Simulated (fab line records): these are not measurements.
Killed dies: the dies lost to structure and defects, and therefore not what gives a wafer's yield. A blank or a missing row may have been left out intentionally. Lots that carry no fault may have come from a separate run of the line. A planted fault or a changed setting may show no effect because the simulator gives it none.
Comparing a struck lot with a sound one + flow nandHarc + 14 out of 1302 route steps
Sound: these wafers, L472.3, L472.4, L472.6. Struck: wafer L473.6 (left out: L473.3, a lot-mate that was not struck); the cause follows at the end.
Order at every step that has rows: each side's tool, ch and its chambers, its first start. Under that, the readings that differ: sound wafers + struck wafers + difference of the means + sigmas: that difference in standard deviations of wafers without a fault.
alike: a reading whose means differ by less than 2 such deviations, as well as words and numbers matching on both sides. not compared: withheld readings; readings where some wafer has no value; bounds like >300 that might hide an equal value; numbers whose values overlap and for which the record gives no deviation.
A row with sigmas, a row that says differs or no value, or rows on one side alone: a step with any of these is where the two part. When numbers do not overlap yet have no deviation, they are printed without sigmas and do not part them. A reading that every wafer of one side lacks parts them only if that side has two wafers or more.

NHARC_A_WL_FILL_CVD_03: deposits W, target thk 40 nm, time 279 s.
  sound on cvdW-01 ch 0,1, day 22 15:50; struck on cvdW-01 ch 1, day 22 15:34
  alike: heaterPowerW, throttleValvePct
NHARC_A_WL_FILL_ETCHBACK_04: etches the open film in NF3, target depth 60 nm, time 120 s.
  sound on rieMetal-01 ch 0,1, day 22 16:10; struck on rieMetal-02 ch 0, day 22 15:52
  alike: chamberPressureMTorr, drypumpMotorCurrentA, oesProductAu, runLengthS
  not compared: rfHoursCounterH
NHARC_A_WL_FILL_ETCHBACK_05: etches the open film in Cl2/BCl3, target depth 22 nm, time 60 s.
  sound on rieMetal-01 ch 0,1, day 22 16:22; struck on rieMetal-02 ch 0, day 22 16:04
| reading                  | sound       | struck | difference | sigmas |
|--------------------------|-------------|--------|------------|--------|
| drypumpMotorCurrentA (A) | 5.2 5.0 5.2 | 6.0    | +0.9       | +2     |
  alike: chamberPressureMTorr, oesProductAu, runLengthS
  not compared: rfHoursCounterH
then, 6 steps without rows for these wafers: NHARC_A_WL_FILL_STRIP_27 (strips in N2/H2, time 20 s); NHARC_A_WL_FILL_STRIP_28 (strips in post etch residue remover, time 1200 s); NHARC_A_WL_FILL_PRECLEAN_06 (cleans in DIW, time 300 s); NHARC_A_WL_FILL_SRD_07; NHARC_A_WL_FILL_ANNEAL_08 (time 1800 s); NHARC_A_WL_FILL_ALD_10 (deposits SiO2, target thk 50 nm, pulse time 10 s, ald cycles 500).
NHARC_A_WL_FILL_ETCHBACK_16: etches the open film in C4F8/O2/Ar, target depth 120 nm, time 24 s.
  sound: rieDiel-11 ch 0,1; struck: rieDiel-01 ch 2
| reading        | sound          | struck | difference | sigmas |
|----------------|----------------|--------|------------|--------|
| runLengthS (s) | 46.1 45.2 45.0 | 44.4   | -1.0       | -2     |
  alike: chamberPressureMTorr, oesProductAu, rfVppV
  not compared: rfHoursCounterH
NHARC_A_WL_FILL_STRIP_29: strips in O2, time 20 s.
  sound on rieDiel-11 ch 0,2, day 23 02:17; struck on rieDiel-01 ch 2, day 23 02:20
  alike: chamberPressureMTorr, drypumpMotorCurrentA, oesProductAu, rfVppV, showerheadPlenumPTorr, throttleValvePct
  not compared: rfHoursCounterH
NHARC_A_WL_FILL_ETCHBACK_17: etches the open film in Cl2/BCl3, target depth 4 nm, time 26.7 s.
  sound on rieMetal-02 ch 1, day 23 02:27; struck on rieMetal-01 ch 0, day 23 02:27
| reading        | sound          | struck | difference | sigmas |
|----------------|----------------|--------|------------|--------|
| runLengthS (s) | 47.5 47.3 47.6 | 46.5   | -1.0       | -3     |
  alike: chamberPressureMTorr, drypumpMotorCurrentA, oesProductAu
  not compared: rfHoursCounterH
then, 1 step without rows for these wafers: NHARC_A_WL_FILL_PRECLEAN_18 (cleans in dHF, time 30 s).
NHARC_END_SORT_01:
  the record has rows for the sound wafers here (prober-02 ch 0, day 26 15:12) and none for the struck ones

WHERE THEY PART
Last at NHARC_END_SORT_01 as far as this record goes, first at NHARC_A_WL_FILL_ETCHBACK_05.

WHY: whatever the simulator had introduced
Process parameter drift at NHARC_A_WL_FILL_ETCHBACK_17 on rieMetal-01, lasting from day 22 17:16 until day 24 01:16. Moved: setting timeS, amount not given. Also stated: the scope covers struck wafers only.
